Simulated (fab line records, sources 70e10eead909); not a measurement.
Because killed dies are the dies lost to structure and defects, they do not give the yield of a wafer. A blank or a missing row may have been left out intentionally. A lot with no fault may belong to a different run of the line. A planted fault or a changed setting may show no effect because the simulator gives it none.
Which tool is to blame? | flow nandHarc | 6 lots, 18 wafers sampled, at 3 steps of a route of 1159

== WHAT THE GAUGES READ, wafer by wafer ==
NHARC_P_M0_OVL_MEAS_10: pitch 180 nm.
lot  | measured     | on         | overlayXNm (nm)
L664 | day 7 02:34  | overlay-02 | -0.9 -1.9 -1.1
L672 | day 8 21:31  | overlay-01 | -0.5 -0.6 -0.6
L675 | day 10 01:15 | overlay-01 | 0.6 1.2 0.8
L677 | day 10 07:23 | overlay-01 | 0.7 0.0 0.7
L679 | day 10 19:20 | overlay-01 | -0.7 -1.5 -0.7
L681 | day 11 09:21 | overlay-01 | 0.7 0.5 0.5

== EACH LOT AND THE TOOL THAT RAN IT (in order: tool; ch and the chambers of the sampled wafers; start) ==
lot  | NHARC_P_CONTACT_DEGAS_38    | NHARC_P_CONTACT_ALD_22
L664 | pvdSputter-03, day 6 20:24  | aldMetal-03 ch 2,3, day 6 20:40
L672 | pvdSputter-01, day 8 17:58  | aldMetal-04 ch 1,2,3, day 8 18:12
L675 | pvdSputter-01, day 9 15:23  | aldMetal-01 ch 0,3, day 9 15:40
L677 | pvdSputter-01, day 10 04:14 | aldMetal-01 ch 0,1,2, day 10 04:31
L679 | pvdSputter-02, day 10 14:11 | aldMetal-01 ch 0,1,2, day 10 14:29
L681 | pvdSputter-03, day 11 06:58 | aldMetal-01 ch 1,2, day 11 07:14
- NHARC_P_CONTACT_DEGAS_38: time 60 s.
- NHARC_P_CONTACT_ALD_22: deposits TiN, target thk 3 nm, pulse time 1 s, ald cycles 150.

== THE ANSWER, worked out from the rows above alone ==
Rule: the usual values come from the lots themselves. Put in order of their means at a reading, lots are off if they are a third of the lots or fewer, leave a main group of 4 or more, and stand apart from it by a gap of 3 or more times the standard deviation of the main group's means; of several such gaps the widest counts. A main group whose means are all the same, to the digits that the tables above print for the reading, isn't used. A lot without any number at a reading at which 4 lots or more have one is off too. Where the step has rows for the other lots, those lots are counted as sound.
No lot is off on any of the readings shown, so nothing can be concluded from this.

== WHAT THE SIMULATOR HAD PUT IN ==
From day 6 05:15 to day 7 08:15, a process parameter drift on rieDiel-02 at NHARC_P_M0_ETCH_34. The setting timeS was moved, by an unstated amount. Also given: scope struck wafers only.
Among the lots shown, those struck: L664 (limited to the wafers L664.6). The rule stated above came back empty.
